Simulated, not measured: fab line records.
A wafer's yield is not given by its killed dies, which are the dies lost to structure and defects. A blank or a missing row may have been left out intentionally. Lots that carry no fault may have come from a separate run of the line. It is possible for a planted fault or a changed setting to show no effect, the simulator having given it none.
Struck lot and sound lot, side by side ; flow n5Finfet ; 16 steps out of a route of 1938
Sound: these wafers, L195.3, L195.4, L195.6. The struck wafers were L187.1, L187.3, L187.4. The cause is given at the end.
For every step that has rows: the tool of each side, followed by ch and its chambers, followed by its first start. Under that, the readings that differ: sound wafers ; struck wafers ; difference of the means ; sigmas: that difference in standard deviations of wafers without a fault.
alike: readings whose means differ by less than 2 such deviations, and words and numbers that are the same on both sides. not compared: withheld readings, readings that some wafer has no value for, bounds like >300 that may hide the same value, and numbers for which the record gives no deviation and whose values overlap.
The two part at a step that has a row with sigmas, a row that says differs or no value, or rows on one side only. When numbers do not overlap yet have no deviation, they are printed without sigmas and do not part them. Lack of a reading on every wafer of one side parts them only where that side has two or more wafers.

first, 2 steps without rows for these wafers: N5_BEOL_M4_SURFACE_TREAT_85; N5_BEOL_M4_CVD_47 (deposits Co from CCTBA/H2, target thk 3 nm, time 223.8 s).
N5_BEOL_M4_SPUTTER_48: material Cu, target thk 4.5 nm, time 8.29 s.
  sound on pvdSputter-01 at day 14 02:00; struck on pvdSputter-02 at day 11 14:38
  alike: chamberPressurePa, chuckGasFlowSccm, throttleValvePct
then, 1 step without rows for these wafers: N5_BEOL_M4_ANNEAL_49 (time 240 s).
N5_BEOL_M4_SPUTTER_79: material Cu, target thk 4.5 nm, time 8.29 s.
  sound on pvdSputter-01 at day 14 02:13; struck on pvdSputter-02 at day 11 14:51
  alike: chamberPressurePa, chuckGasFlowSccm, throttleValvePct
then, 2 steps without rows for these wafers: N5_BEOL_M4_ANNEAL_80 (time 240 s); N5_BEOL_M4_SPUTTER_81 (material Cu, target thk 4.5 nm, time 8.29 s).
N5_BEOL_M4_ANNEAL_82: time 240 s.
  sound on pvdSputter-01 at day 14 02:31; struck on pvdSputter-02 at day 11 15:09
  alike: heaterPowerW
then, 2 steps without rows for these wafers: N5_BEOL_M4_SPUTTER_86 (material Cu, target thk 4.5 nm, time 8.29 s); N5_BEOL_M4_ANNEAL_87 (time 240 s).
N5_BEOL_M4_SPUTTER_88: material Cu, target thk 4.5 nm, time 8.29 s.
  sound on pvdSputter-01 at day 14 02:53; struck on pvdSputter-02 at day 11 15:31
  alike: chamberPressurePa, chuckGasFlowSccm, throttleValvePct
then, 1 step without rows for these wafers: N5_BEOL_M4_ANNEAL_89 (time 240 s).
N5_BEOL_M4_SPUTTER_90: material Cu, target thk 4.5 nm, time 8.29 s.
  sound on pvdSputter-01 at day 14 03:06; struck on pvdSputter-02 at day 11 15:44
  no value came back on the struck wafers for chamberPressurePa (Pa), chuckGasFlowSccm (sccm), throttleValvePct (%); on the sound wafers chamberPressurePa (Pa) reads 0.07008 0.07016 0.07003
N5_BEOL_M4_ANNEAL_91: time 240 s.
  sound on pvdSputter-01 at day 14 03:11; struck on pvdSputter-02 at day 11 15:49
  alike: heaterPowerW
N5_BEOL_M4_RC_MEAS_101:
  sound on prober-01 ch 0, day 14 07:25; struck on prober-01 ch 0, day 11 17:31
  alike: DIBL_N, DIBL_P, IOFF_N, IOFF_P, ION_N, ION_P, SS_N, SS_P, VT_N, VT_P
-- record jumps: 5 days separate the struck wafers' starts on either side; left off in module BEOL_M4, taken up again in module PASSIVATION, whose first shown step is the route's number 1936 --
N5_PASSIVATION_PROBE_49:
  record: rows for the struck wafers here (prober-02, day 16 17:03), none for the sound ones

WHERE THEY PART
At N5_BEOL_M4_SPUTTER_90 first; at N5_PASSIVATION_PROBE_49 last (within this record only).

WHY: what the simulator had put in
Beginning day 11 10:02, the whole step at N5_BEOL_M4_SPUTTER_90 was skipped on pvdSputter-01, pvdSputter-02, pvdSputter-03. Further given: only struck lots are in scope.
